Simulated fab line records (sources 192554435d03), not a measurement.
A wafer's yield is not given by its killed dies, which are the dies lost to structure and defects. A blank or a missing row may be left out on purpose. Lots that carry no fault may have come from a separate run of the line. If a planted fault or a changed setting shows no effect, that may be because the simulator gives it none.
The tool behind it: which one? | flow n5-finfet | 21 wafers from 7 lots sampled at 3 of the route's 1938 steps

== WHAT THE GAUGES READ, wafer by wafer ==
N5_SD_EPI_P_EPI_MEAS_23.
lot  | measured    | on            | thk-nm (nm)
L230 | day 3 21:35 | film-metro-01 | 61.1 60.5 59.8
L232 | day 4 10:14 | film-metro-01 | 60.1 63.3 60.4
L235 | day 5 02:41 | film-metro-02 | 61.2 61.5 62.3
L237 | day 5 16:07 | film-metro-01 | 60.6 60.4 62.0
L241 | day 6 17:56 | film-metro-01 | 60.6 60.2 14.3
L248 | day 8 12:35 | film-metro-01 | 61.8 61.5 60.3
L251 | day 9 02:55 | film-metro-02 | 61.6 60.4 60.2

== WHICH TOOL RAN EACH LOT (tool, then ch and the chambers of the sampled wafers, then the start) ==
lot  | N5_SD_EPI_P_ETCH_47               | N5_SD_EPI_P_PRECLEAN_51
L230 | rie-diel-01 ch 1,3, day 3 17:43   | epi-rpcvd-04 ch 0, day 3 18:16
L232 | rie-diel-06 ch 0,2,3, day 4 06:22 | epi-rpcvd-03 ch 0, day 4 06:50
L235 | rie-diel-01 ch 1,2,3, day 4 22:49 | epi-rpcvd-04 ch 0, day 4 23:17
L237 | rie-diel-02 ch 0,1,3, day 5 13:05 | epi-rpcvd-03 ch 0, day 5 13:35
L241 | rie-diel-01 ch 0,3, day 6 14:54   | epi-rpcvd-01 ch 0, day 6 15:24
L248 | rie-diel-06 ch 2,3, day 8 09:34   | epi-rpcvd-03 ch 0, day 8 10:02
L251 | rie-diel-02 ch 1,2,3, day 8 23:53 | epi-rpcvd-03 ch 0, day 9 00:23
- N5_SD_EPI_P_ETCH_47: etches SiOCN in CH3F/O2, target depth 25 nm.
- N5_SD_EPI_P_PRECLEAN_51: cleans in NF3:NH3, afs cycles 1, time 20 s, sublimation time 60 s.

== THE ANSWER, worked out from the rows above alone ==
Rule: the lots themselves supply what counts as usual. Put in order of their means at a reading, lots are off if they are a third of the lots or fewer, leave a main group of 4 or more, and stand apart from it by a gap of 3 or more times the standard deviation of the main group's means; of several such gaps the widest counts. If all means in a main group match to the digits the tables above print for the reading, that group is not used. Also off: a lot with no number at a reading for which 4 or more lots have one. All remaining lots with rows at the step are treated as sound.
Off: L241, at N5_SD_EPI_P_EPI_MEAS_23 (thk-nm). The main group has a mean of 61.1 nm with a standard deviation of 0.39.
If a tool, at a process step before that reading, ran all the lots that are off and no sound lot after the first of them, it fits. Gauges at N5_SD_EPI_P_EPI_MEAS_23: tried the same way as those tools. This does not decide it: 2 tools fit, namely rie-diel-01 at N5_SD_EPI_P_ETCH_47 and epi-rpcvd-01 at N5_SD_EPI_P_PRECLEAN_51.

== WHAT WAS PUT IN BY THE SIMULATOR ==
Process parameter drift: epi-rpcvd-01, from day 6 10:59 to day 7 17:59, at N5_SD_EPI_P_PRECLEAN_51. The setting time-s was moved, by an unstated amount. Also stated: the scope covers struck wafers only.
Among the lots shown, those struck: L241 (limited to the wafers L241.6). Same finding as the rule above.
